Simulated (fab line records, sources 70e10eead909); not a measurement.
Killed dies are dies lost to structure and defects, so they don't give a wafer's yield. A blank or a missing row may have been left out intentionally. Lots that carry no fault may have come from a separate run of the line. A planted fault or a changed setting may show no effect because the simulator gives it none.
Chamber matching / flow nand_harc / NHARC_A_CONTACT_DESCUM_74 on rie_diel-11 has 4 sister chambers
The step chemistry O2, time 3 s. 8 wafers are shown with their chamber, then 12 later ones without.

WAFERS, EACH WITH ITS CHAMBER
wafer=L082.3; chamber=2; showerhead_plenum_p_Torr (Torr)=2.06; drypump_motor_current_A (A)=5.1
wafer=L089.6; chamber=3; showerhead_plenum_p_Torr (Torr)=2.07; drypump_motor_current_A (A)=5.6
wafer=L088.2; chamber=1; showerhead_plenum_p_Torr (Torr)=2.07; drypump_motor_current_A (A)=5.4
wafer=L088.4; chamber=0; showerhead_plenum_p_Torr (Torr)=1.81; drypump_motor_current_A (A)=6.3
wafer=L088.5; chamber=0; showerhead_plenum_p_Torr (Torr)=1.81; drypump_motor_current_A (A)=6.4
wafer=L093.1; chamber=3; showerhead_plenum_p_Torr (Torr)=2.06; drypump_motor_current_A (A)=5.6
wafer=L093.3; chamber=1; showerhead_plenum_p_Torr (Torr)=2.06; drypump_motor_current_A (A)=5.5
wafer=L093.4; chamber=2; showerhead_plenum_p_Torr (Torr)=2.05; drypump_motor_current_A (A)=5.1

WAFERS WITHOUT THEIR CHAMBER
wafer=L095.1; showerhead_plenum_p_Torr (Torr)=2.06; drypump_motor_current_A (A)=5.5
wafer=L095.2; showerhead_plenum_p_Torr (Torr)=2.06; drypump_motor_current_A (A)=5.6
wafer=L095.5; showerhead_plenum_p_Torr (Torr)=1.80; drypump_motor_current_A (A)=6.3
wafer=L096.1; showerhead_plenum_p_Torr (Torr)=2.05; drypump_motor_current_A (A)=5.1
wafer=L096.2; showerhead_plenum_p_Torr (Torr)=2.06; drypump_motor_current_A (A)=5.5
wafer=L096.5; showerhead_plenum_p_Torr (Torr)=1.80; drypump_motor_current_A (A)=6.3
wafer=L094.1; showerhead_plenum_p_Torr (Torr)=1.80; drypump_motor_current_A (A)=6.3
wafer=L094.3; showerhead_plenum_p_Torr (Torr)=2.06; drypump_motor_current_A (A)=5.5
wafer=L094.6; showerhead_plenum_p_Torr (Torr)=1.80; drypump_motor_current_A (A)=6.3
wafer=L097.2; showerhead_plenum_p_Torr (Torr)=1.80; drypump_motor_current_A (A)=6.4
wafer=L097.3; showerhead_plenum_p_Torr (Torr)=2.06; drypump_motor_current_A (A)=5.5
wafer=L097.4; showerhead_plenum_p_Torr (Torr)=2.05; drypump_motor_current_A (A)=5.1

THE CHAMBER EACH PASSED THROUGH
wafer=L095.1; from the rows above=can't be placed: 1 or 3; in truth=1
wafer=L095.2; from the rows above=3; in truth=3
wafer=L095.5; from the rows above=0; in truth=0
wafer=L096.1; from the rows above=2; in truth=2
wafer=L096.2; from the rows above=can't be placed: 1 or 3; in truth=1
wafer=L096.5; from the rows above=0; in truth=0
wafer=L094.1; from the rows above=0; in truth=0
wafer=L094.3; from the rows above=can't be placed: 1 or 3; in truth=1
wafer=L094.6; from the rows above=0; in truth=0
wafer=L097.2; from the rows above=0; in truth=0
wafer=L097.3; from the rows above=can't be placed: 1 or 3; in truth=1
wafer=L097.4; from the rows above=2; in truth=2
Correctly placed: 8 of 12. These rows do not allow placing 4 (true chamber among the candidates in 4). 0 placed wrongly.
How it was worked out, from the rows above alone: a wafer's distance from a chamber is the root of the sum, over the readings, of the square of ((its reading less the chamber's mean) divided by the reading's scatter). If the next closest chamber is less than 2 further off than the closest, the wafer can't be placed; otherwise it belongs to the closest. Each chamber's mean is taken over the wafers shown for it. The scatter: take each reading less its chamber's mean, square it, sum over the shown wafers, divide by the number of wafers less the number of chambers, and take the root.
